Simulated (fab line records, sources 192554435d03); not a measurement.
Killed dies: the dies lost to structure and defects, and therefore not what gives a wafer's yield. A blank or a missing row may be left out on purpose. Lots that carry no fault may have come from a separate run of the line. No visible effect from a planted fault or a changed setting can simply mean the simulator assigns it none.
What tool caused it? :: flow n5-finfet :: 26 wafers from 9 lots sampled at 5 of the route's 1938 steps

## WHAT THE GAUGES READ, wafer by wafer
N5_BEOL_M4_RC_MEAS_101. Usual: DIBL_N 36.0 mV/V, standard deviation 1.7; DIBL_P 36.2 mV/V, standard deviation 1.9; IOFF_N 0.154 nA/um, standard deviation 0.028; IOFF_P 0.21 nA/um, standard deviation 0.036; ION_N 675 uA/um, standard deviation 11; ION_P 463 uA/um, standard deviation 8.3; SS_N 71.4 mV/dec, standard deviation 0.63; SS_P 73.2 mV/dec, standard deviation 0.55; VT_N 250.2 mV, standard deviation 3; VT_P -251 mV, standard deviation 3.7.
lot: L880
measured: day 10 23:41
on: prober-02
DIBL_N (mV/V): 37.7 38.0 34.4
DIBL_P (mV/V): 38.6 38.8 34.9
IOFF_N (nA/um): 0.180 0.185 0.128
IOFF_P (nA/um): 0.23 0.23 0.17
ION_N (uA/um): 685 679 671
ION_P (uA/um): 477 467 462
SS_N (mV/dec): 71.5 72.4 71.1
SS_P (mV/dec): 73.7 73.4 72.3
VT_N (mV): 249.5 246.9 252.7
VT_P (mV): -247 -248 -250
flag: 

lot: L879
measured: day 11 04:26
on: prober-02
DIBL_N (mV/V): 32.7 35.9 36.7
DIBL_P (mV/V): 32.2 34.8 36.0
IOFF_N (nA/um): 0.103 0.140 0.152
IOFF_P (nA/um): 0.16 0.19 0.20
ION_N (uA/um): 668 672 678
ION_P (uA/um): 463 457 458
SS_N (mV/dec): 70.7 70.7 70.6
SS_P (mV/dec): 72.2 73.0 73.6
VT_N (mV): 255.7 251.5 250.0
VT_P (mV): -256 -255 -251
flag: 

lot: L884
measured: day 12 12:19
on: prober-01
DIBL_N (mV/V): 32.5 35.8 33.1
DIBL_P (mV/V): 32.9 37.7 34.8
IOFF_N (nA/um): 0.102 0.158 0.113
IOFF_P (nA/um): 0.15 0.21 0.17
ION_N (uA/um): 657 673 662
ION_P (uA/um): 452 465 463
SS_N (mV/dec): 70.8 71.1 70.6
SS_P (mV/dec): 71.7 73.0 72.3
VT_N (mV): 255.7 249.3 252.1
VT_P (mV): -254 -248 -254
flag: 

lot: L885
measured: day 12 18:04
on: prober-02
DIBL_N (mV/V): 35.3 37.6 35.9
DIBL_P (mV/V): 34.8 36.5 35.5
IOFF_N (nA/um): 0.139 0.168 0.142
IOFF_P (nA/um): 0.19 0.21 0.19
ION_N (uA/um): 680 674 670
ION_P (uA/um): 463 459 453
SS_N (mV/dec): 71.2 72.3 71.2
SS_P (mV/dec): 73.5 73.3 73.5
VT_N (mV): 248.6 250.2 251.0
VT_P (mV): -253 -250 -254
flag: 

lot: L886
measured: day 13 03:38
on: prober-02
DIBL_N (mV/V): 38.4 36.0 37.1
DIBL_P (mV/V): 38.3 35.2 35.5
IOFF_N (nA/um): 0.186 0.135 0.162
IOFF_P (nA/um): 0.21 0.17 0.18
ION_N (uA/um): 689 667 677
ION_P (uA/um): 457 452 456
SS_N (mV/dec): 71.5 71.5 71.9
SS_P (mV/dec): 73.9 73.1 73.5
VT_N (mV): 247.5 250.2 250.1
VT_P (mV): -252 -253 -255
flag: 

lot: L887
measured: day 13 09:31
on: prober-01
DIBL_N (mV/V): 38.1 36.0 37.3
DIBL_P (mV/V): 39.2 36.2 37.9
IOFF_N (nA/um): 0.194 0.148 0.170
IOFF_P (nA/um): 0.22 0.17 0.20
ION_N (uA/um): 699 669 677
ION_P (uA/um): 468 449 454
SS_N (mV/dec): 71.7 71.4 71.6
SS_P (mV/dec): 73.8 73.2 73.6
VT_N (mV): 248.7 251.7 249.3
VT_P (mV): -251 -256 -255
flag: 

lot: L888
measured: day 13 12:22
on: prober-02
DIBL_N (mV/V): 35.6 37.3 38.7
DIBL_P (mV/V): 36.0 38.0 38.1
IOFF_N (nA/um): 0.124 0.157 0.185
IOFF_P (nA/um): 0.18 0.21 0.22
ION_N (uA/um): 651 668 668
ION_P (uA/um): 450 456 457
SS_N (mV/dec): 71.6 72.5 72.8
SS_P (mV/dec): 72.4 72.9 73.2
VT_N (mV): 252.7 251.6 248.1
VT_P (mV): -252 -251 -249
flag: 

lot: L896
measured: day 15 06:50
on: prober-01
DIBL_N (mV/V): 39.1 36.6
DIBL_P (mV/V): 38.8 36.5
IOFF_N (nA/um): 0.214 0.157
IOFF_P (nA/um): 0.23 0.19
ION_N (uA/um): 697 674
ION_P (uA/um): 468 458
SS_N (mV/dec): 71.9 70.9
SS_P (mV/dec): 73.2 72.8
VT_N (mV): 244.7 250.1
VT_P (mV): -251 -250
flag: 

lot: L899
measured: day 15 11:02
on: prober-02
DIBL_N (mV/V): 36.1 35.9 37.9
DIBL_P (mV/V): 36.9 34.8 39.6
IOFF_N (nA/um): 0.145 0.148 0.192
IOFF_P (nA/um): 0.21 0.19 0.25
ION_N (uA/um): 660 662 697
ION_P (uA/um): 455 456 471
SS_N (mV/dec): 71.4 71.4 72.3
SS_P (mV/dec): 73.0 72.7 73.9
VT_N (mV): 253.2 252.0 247.7
VT_P (mV): -253 -252 -249
flag: 

## EACH LOT AND THE TOOL THAT RAN IT (in order: tool; ch and the chambers of the sampled wafers; start)
lot: L880
N5_BEOL_M3_ETCH_70: rie-diel-06 ch 1,3, day 9 03:59
N5_BEOL_M3_TRENCH_ETCH_37: rie-diel-06 ch 1,3, day 9 04:13 or earlier
N5_BEOL_M3_ETCH_41: rie-diel-06 ch 1,3, day 9 04:13
N5_BEOL_M3_STRIP_97: rie-diel-06 ch 1,3, day 10 23:41 or earlier

lot: L879
N5_BEOL_M3_ETCH_70: rie-diel-04 ch 2,3, day 9 17:02
N5_BEOL_M3_TRENCH_ETCH_37: rie-diel-04 ch 2,3, day 9 17:16 or earlier
N5_BEOL_M3_ETCH_41: rie-diel-04 ch 2,3, day 9 17:16
N5_BEOL_M3_STRIP_97: rie-diel-04 ch 2,3, day 11 04:26 or earlier

lot: L884
N5_BEOL_M3_ETCH_70: rie-diel-06 ch 0,1,3, day 10 22:04
N5_BEOL_M3_TRENCH_ETCH_37: rie-diel-06 ch 0,1,3, day 10 22:18 or earlier
N5_BEOL_M3_ETCH_41: rie-diel-06 ch 0,1,3, day 10 22:18
N5_BEOL_M3_STRIP_97: rie-diel-06 ch 0,1,3, day 12 12:19 or earlier

lot: L885
N5_BEOL_M3_ETCH_70: rie-diel-04 ch 0,2,3, day 11 03:07
N5_BEOL_M3_TRENCH_ETCH_37: rie-diel-04 ch 0,2,3, day 11 03:22 or earlier
N5_BEOL_M3_ETCH_41: rie-diel-04 ch 0,2,3, day 11 03:22
N5_BEOL_M3_STRIP_97: rie-diel-04 ch 0,2,3, day 12 18:04 or earlier

lot: L886
N5_BEOL_M3_ETCH_70: rie-diel-04 ch 0,2,3, day 11 15:26
N5_BEOL_M3_TRENCH_ETCH_37: rie-diel-04 ch 0,2,3, day 11 15:40 or earlier
N5_BEOL_M3_ETCH_41: rie-diel-04 ch 0,2,3, day 11 15:40
N5_BEOL_M3_STRIP_97: rie-diel-04 ch 0,2,3, day 13 03:38 or earlier

lot: L887
N5_BEOL_M3_ETCH_70: rie-diel-04 ch 0,2,3, day 12 16:33
N5_BEOL_M3_TRENCH_ETCH_37: rie-diel-04 ch 0,2,3, day 12 16:47 or earlier
N5_BEOL_M3_ETCH_41: rie-diel-04 ch 0,2,3, day 12 16:47
N5_BEOL_M3_STRIP_97: rie-diel-04 ch 0,2,3, day 13 09:31 or earlier

lot: L888
N5_BEOL_M3_ETCH_70: rie-diel-04 ch 0,3, day 12 17:03
N5_BEOL_M3_TRENCH_ETCH_37: rie-diel-04 ch 0,3, day 12 17:17 or earlier
N5_BEOL_M3_ETCH_41: rie-diel-04 ch 0,3, day 12 17:17
N5_BEOL_M3_STRIP_97: rie-diel-04 ch 0,3, day 13 12:22 or earlier

lot: L896
N5_BEOL_M3_ETCH_70: rie-diel-04 ch 1,2, day 14 14:31
N5_BEOL_M3_TRENCH_ETCH_37: rie-diel-04 ch 1,2, day 14 14:44 or earlier
N5_BEOL_M3_ETCH_41: rie-diel-04 ch 1,2, day 14 14:44
N5_BEOL_M3_STRIP_97: rie-diel-04 ch 1,2, day 15 06:50 or earlier

lot: L899
N5_BEOL_M3_ETCH_70: rie-diel-06 ch 0,1, day 14 20:31
N5_BEOL_M3_TRENCH_ETCH_37: rie-diel-06 ch 0,1, day 14 20:52 or earlier
N5_BEOL_M3_ETCH_41: rie-diel-06 ch 0,1, day 14 20:52
N5_BEOL_M3_STRIP_97: rie-diel-06 ch 0,1, day 15 11:02 or earlier
- N5_BEOL_M3_ETCH_70: etches SOC in N2/H2, target depth 80 nm, overetch 16 nm, time 120 s.
- N5_BEOL_M3_TRENCH_ETCH_37: etches SiOC in C4F6/O2, target depth 55.555 nm, time 29.2 s.
- N5_BEOL_M3_ETCH_41: etches SiCN in CH3F/O2, target depth 29.9 nm, time 52.5 s.
- N5_BEOL_M3_STRIP_97: strips in N2/H2, time 10 s.

## AS READ BY THE TOOLS THEMSELVES (means over the sampled wafers that have a number; for cases with no such wafer, the mark the record gives instead)
N5_BEOL_M3_ETCH_70. Usual: drypump-motor-current-A 5.5 A, standard deviation 0.38; oes-product-au 0.59 a.u., standard deviation 0.064; rf-vpp-V 523.2 V, standard deviation 2.7; showerhead-plenum-p-Torr 2.52 Torr, standard deviation 0.1; throttle-valve-pct 17.85 %, standard deviation 0.23.
lot: L880
tool: rie-diel-06
drypump-motor-current-A (A): 5.6
oes-product-au (a.u.): 0.56
rf-vpp-V (V): 520.0
showerhead-plenum-p-Torr (Torr): 2.41
throttle-valve-pct (%): 17.80
flag: 

lot: L879
tool: rie-diel-04
drypump-motor-current-A (A): 5.3
oes-product-au (a.u.): 0.55
rf-vpp-V (V): 526.0
showerhead-plenum-p-Torr (Torr): 2.61
throttle-valve-pct (%): 18.07
flag: 

lot: L884
tool: rie-diel-06
drypump-motor-current-A (A): 5.3
oes-product-au (a.u.): 0.59
rf-vpp-V (V): 521.5
showerhead-plenum-p-Torr (Torr): 2.44
throttle-valve-pct (%): 17.77
flag: 

lot: L885
tool: rie-diel-04
drypump-motor-current-A (A): 5.6
oes-product-au (a.u.): 0.59
rf-vpp-V (V): 524.6
showerhead-plenum-p-Torr (Torr): 2.55
throttle-valve-pct (%): 17.90
flag: 

lot: L886
tool: rie-diel-04
drypump-motor-current-A (A): 5.6
oes-product-au (a.u.): 0.58
rf-vpp-V (V): 524.0
showerhead-plenum-p-Torr (Torr): 2.55
throttle-valve-pct (%): 17.91
flag: 

lot: L887
tool: rie-diel-04
drypump-motor-current-A (A): 5.5
oes-product-au (a.u.): 0.58
rf-vpp-V (V): 523.7
showerhead-plenum-p-Torr (Torr): 2.55
throttle-valve-pct (%): 17.93
flag: 

lot: L888
tool: rie-diel-04
drypump-motor-current-A (A): 5.7
oes-product-au (a.u.): 0.57
rf-vpp-V (V): 521.3
showerhead-plenum-p-Torr (Torr): 2.50
throttle-valve-pct (%): 17.93
flag: 

lot: L896
tool: rie-diel-04
drypump-motor-current-A (A): 5.7
oes-product-au (a.u.): 0.61
rf-vpp-V (V): 527.0
showerhead-plenum-p-Torr (Torr): 2.67
throttle-valve-pct (%): 17.93
flag: 

lot: L899
tool: rie-diel-06
drypump-motor-current-A (A): 5.4
oes-product-au (a.u.): 0.57
rf-vpp-V (V): 520.2
showerhead-plenum-p-Torr (Torr): 2.42
throttle-valve-pct (%): 17.67
flag: 

N5_BEOL_M3_TRENCH_ETCH_37. Usual: drypump-motor-current-A 5.5 A, standard deviation 0.38; mfc-ar-sccm 300.0 sccm, standard deviation 0.92; oes-product-au 0.76 a.u., standard deviation 0.089; rf-vpp-V 667 V, standard deviation 14; showerhead-plenum-p-Torr 2.83 Torr, standard deviation 0.11; throttle-valve-pct 20.88 %, standard deviation 0.21.
lot: L880
tool: rie-diel-06
drypump-motor-current-A (A): 5.6
mfc-ar-sccm (sccm): 299.4
oes-product-au (a.u.): 0.74
rf-vpp-V (V): 669
showerhead-plenum-p-Torr (Torr): 2.74
throttle-valve-pct (%): 21.01
flag: 

lot: L879
tool: rie-diel-04
drypump-motor-current-A (A): 5.4
mfc-ar-sccm (sccm): 299.6
oes-product-au (a.u.): 0.71
rf-vpp-V (V): 670
showerhead-plenum-p-Torr (Torr): 2.91
throttle-valve-pct (%): 20.99
flag: 

lot: L884
tool: rie-diel-06
drypump-motor-current-A (A): 5.3
mfc-ar-sccm (sccm): 300.8
oes-product-au (a.u.): 0.76
rf-vpp-V (V): 673
showerhead-plenum-p-Torr (Torr): 2.74
throttle-valve-pct (%): 20.91
flag: 

lot: L885
tool: rie-diel-04
drypump-motor-current-A (A): 5.6
mfc-ar-sccm (sccm): 300.6
oes-product-au (a.u.): 0.77
rf-vpp-V (V): 659
showerhead-plenum-p-Torr (Torr): 2.85
throttle-valve-pct (%): 20.87
flag: 

lot: L886
tool: rie-diel-04
drypump-motor-current-A (A): 5.6
mfc-ar-sccm (sccm): 299.4
oes-product-au (a.u.): 0.76
rf-vpp-V (V): 659
showerhead-plenum-p-Torr (Torr): 2.85
throttle-valve-pct (%): 20.87
flag: 

lot: L887
tool: rie-diel-04
drypump-motor-current-A (A): 5.6
mfc-ar-sccm (sccm): 299.9
oes-product-au (a.u.): 0.75
rf-vpp-V (V): 659
showerhead-plenum-p-Torr (Torr): 2.84
throttle-valve-pct (%): 20.88
flag: 

lot: L888
tool: rie-diel-04
drypump-motor-current-A (A): 5.7
mfc-ar-sccm (sccm): 299.7
oes-product-au (a.u.): 0.74
rf-vpp-V (V): 650
showerhead-plenum-p-Torr (Torr): 2.78
throttle-valve-pct (%): 20.84
flag: 

lot: L896
tool: rie-diel-04
drypump-motor-current-A (A): 5.8
mfc-ar-sccm (sccm): 299.8
oes-product-au (a.u.): 0.81
rf-vpp-V (V): 669
showerhead-plenum-p-Torr (Torr): 3.00
throttle-valve-pct (%): 20.95
flag: 

lot: L899
tool: rie-diel-06
drypump-motor-current-A (A): 5.4
mfc-ar-sccm (sccm): 299.6
oes-product-au (a.u.): 0.74
rf-vpp-V (V): 671
showerhead-plenum-p-Torr (Torr): 2.74
throttle-valve-pct (%): 20.86
flag: 

N5_BEOL_M3_ETCH_41. Usual: drypump-motor-current-A 5.5 A, standard deviation 0.38; mfc-ar-sccm 150.0 sccm, standard deviation 0.43; oes-product-au 0.76 a.u., standard deviation 0.089; rf-vpp-V 297.0 V, standard deviation 1.7; showerhead-plenum-p-Torr 1.99 Torr, standard deviation 0.078; throttle-valve-pct 16.35 %, standard deviation 0.22.
lot: L880
tool: rie-diel-06
drypump-motor-current-A (A): 5.5
mfc-ar-sccm (sccm): 150.3
oes-product-au (a.u.): 0.74
rf-vpp-V (V): 295.1
showerhead-plenum-p-Torr (Torr): 1.92
throttle-valve-pct (%): 16.46
flag: 

lot: L879
tool: rie-diel-04
drypump-motor-current-A (A): 5.3
mfc-ar-sccm (sccm): 150.3
oes-product-au (a.u.): 0.70
rf-vpp-V (V): 297.8
showerhead-plenum-p-Torr (Torr): 2.04
throttle-valve-pct (%): 16.47
flag: 

lot: L884
tool: rie-diel-06
drypump-motor-current-A (A): 5.3
mfc-ar-sccm (sccm): 150.1
oes-product-au (a.u.): 0.76
rf-vpp-V (V): 296.1
showerhead-plenum-p-Torr (Torr): 1.93
throttle-valve-pct (%): 16.37
flag: 

lot: L885
tool: rie-diel-04
drypump-motor-current-A (A): 5.5
mfc-ar-sccm (sccm): 150.5
oes-product-au (a.u.): 0.77
rf-vpp-V (V): 296.8
showerhead-plenum-p-Torr (Torr): 2.00
throttle-valve-pct (%): 16.34
flag: 

lot: L886
tool: rie-diel-04
drypump-motor-current-A (A): 5.6
mfc-ar-sccm (sccm): 150.3
oes-product-au (a.u.): 0.76
rf-vpp-V (V): 297.6
showerhead-plenum-p-Torr (Torr): 2.00
throttle-valve-pct (%): 16.34
flag: 

lot: L887
tool: rie-diel-04
drypump-motor-current-A (A): 5.5
mfc-ar-sccm (sccm): 149.8
oes-product-au (a.u.): 0.76
rf-vpp-V (V): 296.7
showerhead-plenum-p-Torr (Torr): 2.00
throttle-valve-pct (%): 16.37
flag: 

lot: L888
tool: rie-diel-04
drypump-motor-current-A (A): 5.7
mfc-ar-sccm (sccm): 149.8
oes-product-au (a.u.): 0.74
rf-vpp-V (V): 296.3
showerhead-plenum-p-Torr (Torr): 1.95
throttle-valve-pct (%): 16.36
flag: 

lot: L896
tool: rie-diel-04
drypump-motor-current-A (A): 5.8
mfc-ar-sccm (sccm): 150.2
oes-product-au (a.u.): 0.99
rf-vpp-V (V): 299.5
showerhead-plenum-p-Torr (Torr): 2.12
throttle-valve-pct (%): 16.35
flag: 

lot: L899
tool: rie-diel-06
drypump-motor-current-A (A): 5.4
mfc-ar-sccm (sccm): 149.9
oes-product-au (a.u.): 0.74
rf-vpp-V (V): 296.0
showerhead-plenum-p-Torr (Torr): 1.92
throttle-valve-pct (%): 16.32
flag: 

N5_BEOL_M3_STRIP_97. Usual: drypump-motor-current-A 5.5 A, standard deviation 0.38; oes-product-au 0.76 a.u., standard deviation 0.09; rf-vpp-V 59.2 V, standard deviation 0.87; showerhead-plenum-p-Torr 2.52 Torr, standard deviation 0.1; throttle-valve-pct 23.70 %, standard deviation 0.25.
lot: L880
tool: rie-diel-06
drypump-motor-current-A (A): 5.6
oes-product-au (a.u.): 0.72
rf-vpp-V (V): 58.4
showerhead-plenum-p-Torr (Torr): 2.41
throttle-valve-pct (%): 23.52
flag: 

lot: L879
tool: rie-diel-04
drypump-motor-current-A (A): 5.4
oes-product-au (a.u.): 0.70
rf-vpp-V (V): 60.6
showerhead-plenum-p-Torr (Torr): 2.60
throttle-valve-pct (%): 23.95
flag: 

lot: L884
tool: rie-diel-06
drypump-motor-current-A (A): 5.3
oes-product-au (a.u.): 0.77
rf-vpp-V (V): 59.9
showerhead-plenum-p-Torr (Torr): 2.43
throttle-valve-pct (%): 23.55
flag: 

lot: L885
tool: rie-diel-04
drypump-motor-current-A (A): 5.5
oes-product-au (a.u.): 0.77
rf-vpp-V (V): 59.0
showerhead-plenum-p-Torr (Torr): 2.55
throttle-valve-pct (%): 23.79
flag: 

lot: L886
tool: rie-diel-04
drypump-motor-current-A (A): 5.6
oes-product-au (a.u.): 0.76
rf-vpp-V (V): 59.8
showerhead-plenum-p-Torr (Torr): 2.55
throttle-valve-pct (%): 23.80
flag: 

lot: L887
tool: rie-diel-04
drypump-motor-current-A (A): 5.6
oes-product-au (a.u.): 0.76
rf-vpp-V (V): 59.9
showerhead-plenum-p-Torr (Torr): 2.55
throttle-valve-pct (%): 23.81
flag: 

lot: L888
tool: rie-diel-04
drypump-motor-current-A (A): 5.7
oes-product-au (a.u.): 0.73
rf-vpp-V (V): 59.7
showerhead-plenum-p-Torr (Torr): 2.49
throttle-valve-pct (%): 23.79
flag: 

lot: L896
tool: rie-diel-04
drypump-motor-current-A (A): 5.8
oes-product-au (a.u.): 0.81
rf-vpp-V (V): 58.1
showerhead-plenum-p-Torr (Torr): 2.67
throttle-valve-pct (%): 23.89
flag: 

lot: L899
tool: rie-diel-06
drypump-motor-current-A (A): 5.4
oes-product-au (a.u.): 0.74
rf-vpp-V (V): 59.0
showerhead-plenum-p-Torr (Torr): 2.41
throttle-valve-pct (%): 23.41
flag: 

## THE ANSWER, worked out from the rows above alone
Rule: a lot is off if the mean of its wafers that have a number lies more than 3 standard deviations from the usual mean. Also off: a lot with no number at a reading for which 4 or more lots have one. All remaining lots with rows at the step are treated as sound. After the gauges, taken in route order, come the tools' own readings; for these a lot's mean is taken, as printed above. At the first step where some lot is off, the reading lying furthest off is the one used; lots without a number count as furthest.
Nothing can be told from this: no lot is off at any reading shown.

## WHAT WAS PUT IN BY THE SIMULATOR
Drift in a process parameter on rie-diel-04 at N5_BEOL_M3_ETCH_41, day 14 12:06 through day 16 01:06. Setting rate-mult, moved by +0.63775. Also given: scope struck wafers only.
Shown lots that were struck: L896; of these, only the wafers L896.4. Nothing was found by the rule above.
